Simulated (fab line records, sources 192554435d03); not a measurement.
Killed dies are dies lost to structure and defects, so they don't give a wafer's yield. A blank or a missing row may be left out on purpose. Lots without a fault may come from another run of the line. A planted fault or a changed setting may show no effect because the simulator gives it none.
Split-lot experiment | flow n5_finfet | 7 lots, 39 wafers read, on a route of 1938 steps

THE SPLIT
At N5_MOL_CONTACT_COAG_ALD_123 (deposits SiNx, target thk 5 nm, pulse time 1 s, purge time 2 s), the setting ald_cycles was moved away from the recipe's 100 on 12 of the 39 wafers read, by -15.0% to +12.0%. The other wafers ran this setting at the recipe's value.

FROM THE SPLIT TO THE READING: what the file shows between them, 5 steps
- N5_MOL_CONTACT_COAG_ETCH_47: etches SiNx in CH3F/O2, stops on W, target depth 27 nm (also split here: source_w)
- N5_MOL_CONTACT_COAG_STRIP_119: strips in N2/H2, time 30 s
- N5_MOL_CONTACT_COAG_PRECLEAN_144: cleans in alkaline clean, time 60 s
- N5_MOL_CONTACT_COAG_STRIP_120: strips in CHF3
- N5_MOL_CONTACT_COAG_VIA_ETCH_117: etches SiO2 in C4F6/O2, target depth 40 nm, overetch 8 nm, time 26 s

THE READING
etch.depth_nm (the simulator's own value, which no gauge read), in nm, at N5_MOL_CONTACT_COAG_ETCH_124 (etches SiNx in CH3F/O2, stops on SiOC, target depth 6.5 nm). The file gives no usual value for it. The 27 wafers here that ran the recipe average 4.995 nm, standard deviation 0.023 nm.

wafer  | tool, chamber at the split | ald_cycles as run | against the recipe | etch.depth_nm, nm | against lot-mates on the recipe
L075.1 | ald_sin-03, 3,2,0          | 100               | recipe             | 5.027             | -
L075.2 | ald_sin-03, 3,2,0          | 100               | recipe             | 5.017             | -
L075.3 | ald_sin-03, 0,1,3          | 85                | -15.0%             | 4.224             | -0.788
L075.4 | ald_sin-03, 0,1,3          | 85                | -15.0%             | 4.264             | -0.748
L075.5 | ald_sin-03, 3,2,0          | 100               | recipe             | 4.991             | -
L075.6 | ald_sin-03, 0,1,3          | 85                | -15.0%             | 4.28              | -0.732
L076.1 | ald_sin-01, 0,1,1          | 100               | recipe             | 4.981             | -
L076.2 | ald_sin-01, 0,1,1          | 100               | recipe             | 5.038             | -
L076.6 | ald_sin-01, 0,1,1          | 100               | recipe             | 5.036             | -
L083.1 | ald_sin-04, 2,3,1,0,1,0    | 100               | recipe             | 5.009             | -
L083.2 | ald_sin-04, 2,3,1,0,1,0    | 100               | recipe             | 5.011             | -
L083.3 | ald_sin-04, 2,3,1,0,1,0    | 100               | recipe             | 5.014             | -
L083.4 | ald_sin-04, 2,3,1,0,1,0    | 100               | recipe             | 4.971             | -
L083.5 | ald_sin-04, 2,3,1,0,1,0    | 100               | recipe             | 5.021             | -
L083.6 | ald_sin-04, 2,3,1,0,1,0    | 100               | recipe             | 5.006             | -
L086.1 | ald_sin-01, 1,3,2          | 87                | -13.0%             | 4.363             | -0.628
L086.2 | ald_sin-01, 1,3,2          | 87                | -13.0%             | 4.334             | -0.657
L086.3 | ald_sin-01, 2,0,1          | 100               | recipe             | 4.997             | -
L086.4 | ald_sin-01, 2,0,1          | 100               | recipe             | 4.974             | -
L086.5 | ald_sin-01, 1,3,2          | 87                | -13.0%             | 4.35              | -0.641
L086.6 | ald_sin-01, 2,0,1          | 100               | recipe             | 5.001             | -
L092.1 | ald_sin-04, 1,2,3          | 112               | +12.0%             | 5.579             | +0.605
L092.2 | ald_sin-04, 1,2,3          | 112               | +12.0%             | 5.586             | +0.612
L092.3 | ald_sin-04, 3,0,2          | 100               | recipe             | 4.977             | -
L092.4 | ald_sin-04, 3,0,2          | 100               | recipe             | 4.98              | -
L092.5 | ald_sin-04, 1,2,3          | 112               | +12.0%             | 5.541             | +0.567
L092.6 | ald_sin-04, 3,0,2          | 100               | recipe             | 4.966             | -
L093.1 | ald_sin-04, 2,0,3,1,3,0    | 100               | recipe             | 5.005             | -
L093.2 | ald_sin-04, 2,0,3,1,3,0    | 100               | recipe             | 4.968             | -
L093.3 | ald_sin-04, 2,0,3,1,3,0    | 100               | recipe             | 4.998             | -
L093.4 | ald_sin-04, 2,0,3,1,3,0    | 100               | recipe             | 4.974             | -
L093.5 | ald_sin-04, 2,0,3,1,3,0    | 100               | recipe             | 4.977             | -
L093.6 | ald_sin-04, 2,0,3,1,3,0    | 100               | recipe             | 4.957             | -
L094.1 | ald_sin-01, 1,0,3          | 85                | -15.0%             | 4.257             | -0.729
L094.2 | ald_sin-01, 2,0,1          | 100               | recipe             | 4.993             | -
L094.3 | ald_sin-01, 1,0,3          | 85                | -15.0%             | 4.225             | -0.761
L094.4 | ald_sin-01, 1,0,3          | 85                | -15.0%             | 4.207             | -0.779
L094.5 | ald_sin-01, 2,0,1          | 100               | recipe             | 4.957             | -
L094.6 | ald_sin-01, 2,0,1          | 100               | recipe             | 5.007             | -
Where a row lists several chambers, the file gives one row for several wafers and doesn't say which wafer went through which chamber.

THE FIT
A straight line over all 39 wafers: etch.depth_nm changes by +0.0495 nm for each +1% of ald_cycles; r = +1.00; the points scatter about the line by 0.024 nm.
The same after taking each lot's own level away (the mean of its wafers on the recipe; 39 wafers): +0.05 nm for each +1%; r = +1.00; scatter 0.019 nm.
On that fit, the largest move of ald_cycles shifts the reading by 0.75 nm.
The lots' own levels span 4.9743 to 5.0183 nm, that is 1.9 times the standard deviation above.
So the lot-to-lot level changes the slope little: the two slopes agree.
Check: with one of the wafers moved furthest among these (-15.0%) left out of the fit, the line predicts -0.746 nm for it against its lot-mates. It came out at -0.788 nm against them.

OTHER SPLITS ON THESE WAFERS
These wafers also went through other splits before the reading. Each is held against what the fit with the lots' levels taken away leaves over:
other split on the same wafers       | wafers away from the commonest value | r with etch.depth_nm (lot level and that fit taken away)
N5_DUMMY_GATE_ETCH_42 bias_w         | 12                                   | -0.13
N5_SD_EPI_N_ETCH_35 time_s           | 15                                   | -0.06
N5_SD_EPI_N_ETCH_45 target_depth_a   | 15                                   | +0.06
N5_GATE_CUT_EXPOSE_10 dose_mj        | 9                                    | +0.06
N5_MOL_CONTACT_COAG_ETCH_47 source_w | 15                                   | +0.08

THE WHOLE CHAIN: every reading that the file lists as answering this split, in the file's order
step                         | what it does                                                   | reading                                                                                  | change (the file's fit)                | r (the file's)
N5_MOL_CONTACT_COAG_ALD_123  | deposits SiNx, target thk 5 nm, pulse time 1 s, purge time 2 s | SiNx_of_MOL_CONTACT_COAG_ALD_123.thk_nm (the simulator's own value, which no gauge read) | +0.0511 nm for each +1% of the setting | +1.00
N5_MOL_CONTACT_COAG_ETCH_124 | etches SiNx in CH3F/O2, stops on SiOC, target depth 6.5 nm     | etch.depth_nm (the simulator's own value, which no gauge read)                           | +0.05 nm for each +1% of the setting   | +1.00

THE FILE'S OWN FIT
etch.depth_nm changes by +0.05 nm for each +1% of ald_cycles, r = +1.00.
